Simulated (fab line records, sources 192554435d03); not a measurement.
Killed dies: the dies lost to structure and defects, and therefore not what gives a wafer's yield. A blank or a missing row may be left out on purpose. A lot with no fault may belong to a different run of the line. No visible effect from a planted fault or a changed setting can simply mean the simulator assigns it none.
fab line records | flow n5Finfet
record lots=10 | wafers=30 | lastDay=18
route steps=1938 shown BEOL_M13@1660 PASSIVATION@1936
lots with no fault: from the same line, run without faults
startH: hours from the record's first day to the start of the lot's first wafer shown | waitH: how many hours have passed since the lot's step before this one | " unchanged from the row above | L1.1+2: several wafers, shown together as one row | - no value, or no start was given | * or withheld: withheld | < > ~ a bound
route shown NAME@n: names a module that has steps shown in the file, with the first one's number in the route | usual: mean/standard deviation taken from wafers without a fault | same: alike in all rows | chamber/n: place in a boat | sites: per-site readings | _std_site: their standard deviation | _edge_site: the outer-site mean with the inner-site mean subtracted | radiusMm: for every site, how far away it sits from the centre of the wafer | mask NAME#n: copy n | behind: tool/chamber where the wafer was last shaped | hold: reason for holding the lot/hours on hold/outcome of the hold | device: the transistor (n, p or np) that didn't switch | end of line: at the end of the route, the tests of the same wafers | a step given without rows: its recipe and nothing more | killed: the dies lost at the first sort to structure and to defects; this is not the yield of the wafer | map: a wafer's dies, x killed, . not, _ none there
set.NAME: the setting the step ran with; set.NAME@STEP: the setting that earlier step ran with | model.NAME: the simulator's own value behind a step, which no gauge read
one table for each step of the route and one row for each wafer, over a sample of lots
services: a tool's chamber out of use, with start hour (startH, from the record's first day; less than 0 if before it), hours out, and reason
## steps
# step N5_BEOL_M13_THK_MEAS_01
# recipe reads=SiOC_of_BEOL_M13_ILD_DEP_00
# usual M13_ILD_THK=839/11
lot.wafer | tool         | chamber | startH | waitH | M13_ILD_THK[nm]
L604.3    | filmMetro-02 | -       | 236.11 | 0.1   | 821
L604.4    | "            | -       | "      | "     | 833
L604.6    | "            | -       | "      | "     | 848
L606.3    | filmMetro-02 | -       | 259.00 | 0.1   | 832
L606.5    | "            | -       | "      | "     | 849
L606.6    | "            | -       | "      | "     | 860
L610.1    | filmMetro-01 | -       | 297.93 | 0.1   | 820
L610.2    | "            | -       | "      | "     | 840
L610.3    | "            | -       | "      | "     | 825
L609.2    | filmMetro-01 | -       | 326.05 | 0.1   | 841
L609.3    | "            | -       | "      | "     | 829
L609.6    | "            | -       | "      | "     | 844
L615.2    | filmMetro-02 | -       | 335.29 | 0.1   | 837
L615.3    | "            | -       | "      | "     | 841
L615.4    | "            | -       | "      | "     | 854
L621.2    | filmMetro-01 | -       | 370.78 | 0.1   | 838
L621.4    | "            | -       | "      | "     | 849
L621.5    | "            | -       | "      | "     | 857
L626.2    | filmMetro-02 | -       | 393.12 | 0.2   | 833
L626.4    | "            | -       | "      | "     | 848
L626.6    | "            | -       | "      | "     | 843
L622.1    | filmMetro-02 | -       | 393.53 | 0.1   | 832
L622.2    | "            | -       | "      | "     | 838
L622.5    | "            | -       | "      | "     | 850
L625.2    | filmMetro-01 | -       | 399.52 | 0.1   | 824
L625.3    | "            | -       | "      | "     | 829
L625.5    | "            | -       | "      | "     | 830
L627.2    | filmMetro-01 | -       | 401.26 | 0.1   | 841
L627.3    | "            | -       | "      | "     | 839
L627.5    | "            | -       | "      | "     | 855
# step N5_BEOL_M13_DESCUM_15
# recipe chemistry=O2 | timeS=7.9 | sourcePowerW=50 | biasPowerW=20 | pressureMtorr=20 | rfFrequencyHz=2.712e+07 | tempC=40 | o2FlowSccm=225
# usual drypumpMotorCurrentA=5.79/0.28 | oesProductAu=0.80/0.083 | rfVppV=243.5/1.3 | showerheadPlenumPTorr=2.12/0.07 | throttleValvePct=20.32/0.24
lot.wafer | tool       | chamber | startH | waitH | drypumpMotorCurrentA | oesProductAu | rfHoursCounterH | rfVppV | showerheadPlenumPTorr | throttleValvePct
L604.3    | rieDiel-06 | 3       | 236.62 | 0.0   | 5.84                 | 0.84         | 72              | 243.2  | 2.02                  | 19.99
L604.4    | "          | 0       | "      | "     | 6.07                 | 0.71         | 228             | 242.8  | 2.05                  | 20.43
L604.6    | "          | 2       | "      | "     | 5.84                 | 0.75         | -               | 243.3  | 2.09                  | 20.66
L606.3    | rieDiel-05 | 2       | 259.52 | 0.0   | 6.01                 | 0.69         | 226             | 241.8  | 1.97                  | 20.61
L606.5    | "          | 3       | "      | "     | 5.61                 | 0.86         | -               | 244.0  | 2.11                  | 20.33
L606.6    | "          | 0       | "      | "     | 5.63                 | 0.91         | -               | 244.0  | 2.12                  | 19.84
L610.1    | rieDiel-03 | 3       | 298.72 | 0.2   | 5.45                 | 0.76         | 158             | 241.4  | 2.01                  | 20.56
L610.2    | "          | 0       | "      | "     | 5.61                 | 0.85         | 80              | 242.4  | 2.14                  | 20.41
L610.3    | "          | 1       | "      | "     | 6.34                 | 0.70         | 203             | 244.8  | 2.17                  | 20.19
L609.2    | rieDiel-05 | 2       | 326.57 | 0.0   | 6.04                 | 0.68         | 244             | 242.4  | 1.96                  | 20.63
L609.3    | "          | 1       | "      | "     | 5.92                 | 0.69         | 250             | 243.9  | 2.16                  | 20.94
L609.6    | "          | 2       | "      | "     | 6.06                 | 0.68         | -               | 240.2  | 1.96                  | 20.65
L615.2    | rieDiel-03 | 1       | 335.69 | 0.0   | 6.29                 | 0.68         | 213             | 242.9  | 2.17                  | 20.21
L615.3    | "          | 0       | "      | "     | 5.60                 | 0.83         | 91              | 243.0  | 2.13                  | 20.42
L615.4    | "          | 3       | "      | "     | 5.46                 | 0.74         | 168             | 241.7  | 2.00                  | 20.58
L621.2    | rieDiel-05 | 3       | 371.17 | 0.0   | 5.62                 | 0.83         | 75              | 242.0  | 2.10                  | 20.36
L621.4    | "          | 3       | "      | "     | 5.62                 | 0.82         | -               | 243.6  | 2.10                  | 20.38
L621.5    | "          | 0       | "      | "     | 5.60                 | 0.85         | -               | 243.9  | 2.11                  | 19.92
L626.2    | rieDiel-03 | 0       | 393.51 | 0.0   | 5.60                 | 0.81         | 107             | 243.0  | 2.13                  | 20.44
L626.4    | "          | 3       | "      | "     | 5.45                 | 0.74         | 185             | 242.4  | 2.00                  | 20.60
L626.6    | "          | 2       | "      | "     | 5.71                 | 0.80         | -               | 244.7  | 2.19                  | 20.15
L622.1    | rieDiel-05 | 2       | 394.05 | 0.0   | 6.03                 | 0.95         | 6               | 244.9  | 2.22                  | 20.33
L622.2    | "          | 0       | "      | "     | 5.59                 | 0.85         | 68              | 242.9  | 2.11                  | 19.92
L622.5    | "          | 3       | "      | "     | 5.62                 | 0.81         | -               | 244.0  | 2.10                  | 20.37
L625.2    | rieDiel-03 | 0       | 399.92 | 0.0   | 5.59                 | 0.82         | 109             | 244.1  | 2.13                  | 20.44
L625.3    | "          | 1       | "      | "     | 6.33                 | 0.67         | 231             | 244.2  | 2.16                  | 20.24
L625.5    | "          | 3       | "      | "     | 5.47                 | 0.73         | -               | 241.5  | 2.00                  | 20.61
L627.2    | rieDiel-03 | 3       | 401.78 | 0.0   | 5.46                 | 0.73         | 187             | 243.0  | 2.00                  | 20.62
L627.3    | "          | 1       | "      | "     | 6.36                 | 0.67         | 232             | 244.0  | 2.16                  | 20.25
L627.5    | "          | 1       | "      | "     | 6.38                 | 0.67         | -               | 242.9  | 2.16                  | 20.25
# step N5_BEOL_M13_ETCH_59
# recipe chemistry=N2/H2 | target=BARC | targetDepthA=890 | overetchA=267 | timeS=67.9 | ionEnergyEv=200 | pressureMtorr=30 | sourceW=840 | biasW=150 | n2FlowSccm=200 | h2FlowSccm=200
# usual drypumpMotorCurrentA=5.80/0.27 | oesProductAu=0.68/0.065 | rfVppV=524.6/2.4 | showerheadPlenumPTorr=2.57/0.077 | throttleValvePct=17.82/0.28
lot.wafer | tool       | chamber | startH | waitH | drypumpMotorCurrentA | oesProductAu | rfHoursCounterH | rfVppV | showerheadPlenumPTorr | throttleValvePct
L604.3    | rieDiel-06 | 3       | 236.66 | 0.0   | 5.87                 | 0.71         | 72              | 520.7  | 2.46                  | 17.37
L604.4    | "          | 0       | "      | "     | 6.09                 | 0.60         | 228             | 523.5  | 2.50                  | 17.92
L604.6    | "          | 2       | "      | "     | 5.81                 | 0.63         | -               | 523.2  | 2.54                  | 18.22
L606.3    | rieDiel-05 | 2       | 259.55 | 0.0   | 6.05                 | 0.58         | 226             | 520.9  | 2.42                  | 18.28
L606.5    | "          | 3       | "      | "     | 5.63                 | 0.73         | -               | 525.1  | 2.57                  | 17.73
L606.6    | "          | 0       | "      | "     | 5.64                 | 0.76         | -               | 525.5  | 2.59                  | 17.42
L610.1    | rieDiel-03 | 3       | 298.75 | 0.0   | 5.48                 | 0.64         | 158             | 521.2  | 2.46                  | 18.21
L610.2    | "          | 0       | "      | "     | 5.63                 | 0.71         | 80              | 526.4  | 2.59                  | 18.00
L610.3    | "          | 1       | "      | "     | 6.37                 | 0.60         | 203             | 525.7  | 2.63                  | 17.65
L609.2    | rieDiel-05 | 2       | 326.60 | 0.0   | 6.07                 | 0.57         | 244             | 518.7  | 2.41                  | 18.30
L609.3    | "          | 1       | "      | "     | 5.91                 | 0.58         | 250             | 524.9  | 2.61                  | 18.32
L609.6    | "          | 2       | "      | "     | 6.07                 | 0.58         | -               | 519.0  | 2.41                  | 18.30
L615.2    | rieDiel-03 | 1       | 335.73 | 0.0   | 6.37                 | 0.59         | 213             | 527.8  | 2.62                  | 17.65
L615.3    | "          | 0       | "      | "     | 5.60                 | 0.70         | 91              | 523.9  | 2.59                  | 18.03
L615.4    | "          | 3       | "      | "     | 5.46                 | 0.65         | 168             | 522.2  | 2.45                  | 18.24
L621.2    | rieDiel-05 | 3       | 371.21 | 0.0   | 5.63                 | 0.70         | 75              | 524.4  | 2.56                  | 17.78
L621.4    | "          | 3       | "      | "     | 5.64                 | 0.70         | -               | 526.1  | 2.56                  | 17.77
L621.5    | "          | 0       | "      | "     | 5.60                 | 0.72         | -               | 525.2  | 2.58                  | 17.47
L626.2    | rieDiel-03 | 0       | 393.54 | 0.0   | 5.65                 | 0.69         | 107             | 524.4  | 2.58                  | 18.04
L626.4    | "          | 3       | "      | "     | 5.47                 | 0.63         | 185             | 519.2  | 2.45                  | 18.27
L626.6    | "          | 2       | "      | "     | 5.72                 | 0.68         | -               | 528.1  | 2.66                  | 17.58
L622.1    | rieDiel-05 | 2       | 394.08 | 0.0   | 6.03                 | 0.79         | 6               | 529.4  | 2.73                  | 17.92
L622.2    | "          | 0       | "      | "     | 5.61                 | 0.71         | 68              | 526.4  | 2.58                  | 17.48
L622.5    | "          | 3       | "      | "     | 5.65                 | 0.70         | -               | 525.9  | 2.56                  | 17.78
L625.2    | rieDiel-03 | 0       | 399.95 | 0.0   | 5.59                 | 0.69         | 109             | 523.5  | 2.58                  | 18.06
L625.3    | "          | 1       | "      | "     | 6.31                 | 0.58         | 231             | 526.6  | 2.62                  | 17.69
L625.5    | "          | 3       | "      | "     | 5.47                 | 0.63         | -               | 520.4  | 2.45                  | 18.27
L627.2    | rieDiel-03 | 3       | 401.81 | 0.0   | 5.47                 | 0.63         | 187             | 519.1  | 2.45                  | 18.26
L627.3    | "          | 1       | "      | "     | 6.39                 | 0.59         | 232             | 526.4  | 2.62                  | 17.68
L627.5    | "          | 1       | "      | "     | 6.33                 | 0.59         | -               | 526.2  | 2.62                  | 17.68
# step N5_BEOL_M13_COAT_65
# recipe resist=SOC | tempC=250 | timeS=60 | spinRpm=1500 | resistThkNm=350
# usual chillPlateTempC=23.02/0.11 | heaterPowerTotalW=500.5/1.8 | plateTempC=249.96/0.18
lot.wafer | tool          | chamber | startH | waitH | chillPlateTempC | heaterPowerTotalW | plateTempC
L604.3    | lithoTrack-05 | 0       | 237.19 | 0.0   | 23.04           | 502.2             | 249.98
L604.4    | "             | 0       | "      | "     | 23.05           | 500.4             | 249.82
L604.6    | "             | 0       | "      | "     | 23.07           | 500.0             | 250.03
L606.3    | lithoTrack-04 | 0       | 260.09 | 0.0   | 22.82           | 499.8             | 249.96
L606.5    | "             | 0       | "      | "     | 23.07           | 500.8             | 249.82
L606.6    | "             | 0       | "      | "     | 23.12           | 502.7             | 249.55
L610.1    | lithoTrack-03 | 0       | 299.28 | 0.0   | 22.85           | 499.4             | 249.91
L610.2    | "             | 0       | "      | "     | 22.88           | 502.4             | 249.75
L610.3    | "             | 0       | "      | "     | 22.89           | 498.9             | 250.13
L609.2    | lithoTrack-03 | 0       | 327.13 | 0.0   | 22.89           | 501.3             | 249.93
L609.3    | "             | 0       | "      | "     | 22.97           | 498.0             | 249.74
L609.6    | "             | 0       | "      | "     | 22.93           | 500.7             | 249.91
L615.2    | lithoTrack-03 | 0       | 336.26 | 0.0   | 22.99           | 500.0             | 250.14
L615.3    | "             | 0       | "      | "     | 22.92           | 502.8             | 250.10
L615.4    | "             | 0       | "      | "     | 22.96           | 501.7             | 250.20
L621.2    | lithoTrack-03 | 0       | 371.74 | 0.0   | 22.98           | 457.1             | 232.57
L621.4    | "             | 0       | "      | "     | 22.86           | 458.1             | 232.44
L621.5    | "             | 0       | "      | "     | 23.07           | 458.1             | 232.41
L626.2    | lithoTrack-04 | 0       | 394.11 | 0.0   | 23.00           | 500.2             | 250.14
L626.4    | "             | 0       | "      | "     | 23.01           | 497.5             | 249.96
L626.6    | "             | 0       | "      | "     | 22.96           | 500.1             | 249.98
L622.1    | lithoTrack-03 | 0       | 394.62 | 0.0   | 23.03           | 455.7             | 232.70
L622.2    | "             | 0       | "      | "     | 23.03           | 460.6             | 232.61
L622.5    | "             | 0       | "      | "     | 23.24           | 457.0             | 232.64
L625.2    | lithoTrack-04 | 0       | 400.48 | 0.0   | 23.05           | 501.3             | 250.40
L625.3    | "             | 0       | "      | "     | 23.14           | 502.3             | 250.24
L625.5    | "             | 0       | "      | "     | 23.01           | 502.3             | 250.09
L627.2    | lithoTrack-04 | 0       | 402.34 | 0.0   | 23.04           | 502.6             | 249.84
L627.3    | "             | 0       | "      | "     | 22.84           | 497.5             | 249.79
L627.5    | "             | 0       | "      | "     | 22.89           | 501.2             | 250.29
# step N5_PASSIVATION_PROBE_49
# usual defectLimitedYield=91.5/1.5 | killed_at_M0_to_M3=33/10 | killed_at_M4_up=15/6.4 | killedAtContacts=12/5.4 | killedAtFrontEnd=38/9.8 | killedAtOther=4/3.1 | killedDies=101/18 | killedOpen=67/14 | killedShort=33/7.9 | sort_bin_5_function=5.0/1 | sort_bin_6_memory=3.2/0.67 | sortNPass=1079/18 | sortYieldPct=91.5/1.5
# same grossDies=1180 | killedAtBackSide=0 | sort_bin_4_leakage[%]=0 | sort_bin_8_speed[%]=0
lot.wafer | tool      | chamber | startH | waitH | defectLimitedYield[%] | killed_at_M0_to_M3 | killed_at_M4_up | killedAtContacts | killedAtFrontEnd | killedAtOther | killedDies | killedOpen | killedShort | sort_bin_5_function[%] | sort_bin_6_memory[%] | sortNPass | sortYieldPct[%]
L609.2    | prober-02 | -       | 361.65 | 0.1   | 91.8                  | 48                 | 5               | 15               | 27               | 2             | 97         | 58         | 38          | 5.5                    | 2.5                  | 1083      | 91.8
L609.3    | prober-02 | -       | 361.70 | 0.1   | 89.7                  | 50                 | 16              | 18               | 35               | 2             | 121        | 76         | 44          | 5.7                    | 4.5                  | 1059      | 89.7
L609.6    | prober-02 | -       | 361.85 | 0.3   | 89.7                  | 58                 | 10              | 13               | 39               | 1             | 121        | 84         | 36          | 6.7                    | 3.3                  | 1059      | 89.7
# killed by level:class
L609.2 BEOL_M0_SAQP:geometricParticle:short=14 BEOL_M0_SAQP:geometricParticle:open=13 MOL_CONTACT_COAG:geometricParticle:open=12 BEOL_M1:geometricParticle:open=10 BEOL_M3:geometricParticle:open=5 FIN_SAQP:geometricParticle:open=4 ILD0:geometricParticle:short=4 GATE_CUT:geometricParticle:short=4
L609.3 MOL_CONTACT_COAG:geometricParticle:open=14 BEOL_M0_SAQP:geometricParticle:short=13 STI_FIN_REVEAL:geometricParticle:open=12 BEOL_M1:geometricParticle:open=11 BEOL_M3:geometricParticle:open=8 BEOL_M0_SAQP:geometricParticle:open=6 BEOL_M1:geometricParticle:short=6 BEOL_M4:geometricParticle:open=5
L609.6 BEOL_M1:geometricParticle:open=18 MOL_CONTACT_COAG:geometricParticle:open=13 STI_FIN_REVEAL:geometricParticle:open=12 BEOL_M0_SAQP:geometricParticle:short=11 BEOL_M3:geometricParticle:open=9 BEOL_M2:geometricParticle:open=7 FIN_SAQP:geometricParticle:short=6 GATE_CUT:geometricParticle:short=6
## services
tool          | chamber | startH | hours | kind
rieDiel-05    | -       | 215.61 | 0.7   | repair
rieDiel-05    | 3       | 239.24 | 9.6   | repair
rieDiel-06    | 2       | 252.13 | 10.8  | repair
rieDiel-06    | 0       | 256.55 | 7.3   | repair
rieDiel-06    | 1       | 257.61 | 3.4   | repair
rieDiel-03    | 1       | 264.32 | 8.9   | repair
rieDiel-05    | -       | 264.84 | 14.6  | pm
rieDiel-06    | 3       | 291.33 | 1.9   | repair
rieDiel-05    | 1       | 312.03 | 4.2   | repair
rieDiel-05    | 1       | 326.87 | -     | clean
rieDiel-05    | 1       | 326.87 | -     | consumableReplace:focusRing
rieDiel-05    | 1       | 326.87 | 16.5  | scheduledDown
rieDiel-05    | 1       | 326.87 | 16.5  | ventCycle
rieDiel-05    | -       | 329.63 | 7.5   | repair
rieDiel-05    | 2       | 353.78 | -     | clean
rieDiel-05    | 2       | 353.78 | -     | consumableReplace:focusRing
rieDiel-05    | 2       | 353.78 | -     | consumableReplace:showerhead
rieDiel-05    | 2       | 353.78 | 19.7  | scheduledDown
rieDiel-05    | 2       | 353.78 | 19.7  | ventCycle
lithoTrack-03 | -       | 364.35 | -     | consumableReplace:filter
rieDiel-05    | 3       | 365.69 | 3.9   | repair
rieDiel-06    | 0       | 369.06 | 18.3  | repair
rieDiel-06    | 0       | 387.43 | -     | clean
rieDiel-06    | 0       | 387.43 | -     | consumableReplace:focusRing
## key
firstSign step=N5_BEOL_M13_COAT_65 | reading=plateTempC | direction=down | sigmas=96 | usual=* | struck=*
effect step=N5_BEOL_M13_COAT_65 | reading=heaterPowerTotalW | direction=down | sigmas=24 | usual=* | struck=*
metAt N5_BEOL_M13_COAT_65
struckLots L621,L622
notActingAt N5_BEOL_M13_THK_MEAS_01,N5_BEOL_M13_DESCUM_15,N5_BEOL_M13_ETCH_59
onsetBetween 336.26 371.74
fault kind=processParameterDrift | tool=lithoTrack-03 | chamber=- | onsetH=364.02 | steps=N5_BEOL_M13_COAT_65 | channel=tempC | offset=* | shape=step | endH=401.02 | actsIn=* | stated=*
